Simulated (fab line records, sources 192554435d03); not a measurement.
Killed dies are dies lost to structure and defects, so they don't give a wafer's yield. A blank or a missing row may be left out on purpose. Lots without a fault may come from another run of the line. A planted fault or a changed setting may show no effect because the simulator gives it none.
Which tool did it? | flow n5_finfet | 12 lots, 36 wafers sampled, at 1 step of a route of 1938

WHAT THE GAUGES READ, wafer by wafer
N5_WELL_APT_OVL_MEAS_26.
lot  | measured    | on         | PWELL_OVL (nm)
L075 | day 1 20:58 | overlay-02 | 0 -1 -2
L077 | day 2 09:16 | overlay-02 | -4 -1 3
L079 | day 2 21:08 | overlay-01 | 5 -5 1
L081 | day 3 09:55 | overlay-01 | -5 -8 -7
L083 | day 3 21:05 | overlay-02 | 6 -2 3
L085 | day 4 09:36 | overlay-02 | 0 2 0
L087 | day 4 20:59 | overlay-01 | 0 8 0
L089 | day 5 08:58 | overlay-01 | -3 -14 -9
L091 | day 5 21:05 | overlay-01 | 1 3 11
L093 | day 6 08:59 | overlay-02 | 1 5 1
L095 | day 6 21:01 | overlay-02 | 6 0 5
L097 | day 7 10:22 | overlay-02 | -6 -1 0

WHICH TOOL RAN EACH LOT (tool, then ch and the chambers of the sampled wafers, then the start)
The record holds no process step before these readings.

THE ANSWER, worked out from the rows above alone
Rule: what is usual is taken from the lots themselves. Put in order of their means at a reading, lots are off if they are a third of the lots or fewer, leave a main group of 4 or more, and stand apart from it by a gap of 3 or more times the standard deviation of the main group's means; of several such gaps the widest counts. A main group whose means are all the same, to the digits that the tables above print for the reading, isn't used. A lot without any number at a reading at which 4 lots or more have one is off too. The other lots that the step has rows for count as sound.
No lot is off at any reading shown: from this, nothing can be told.

WHAT THE SIMULATOR HAD PUT IN
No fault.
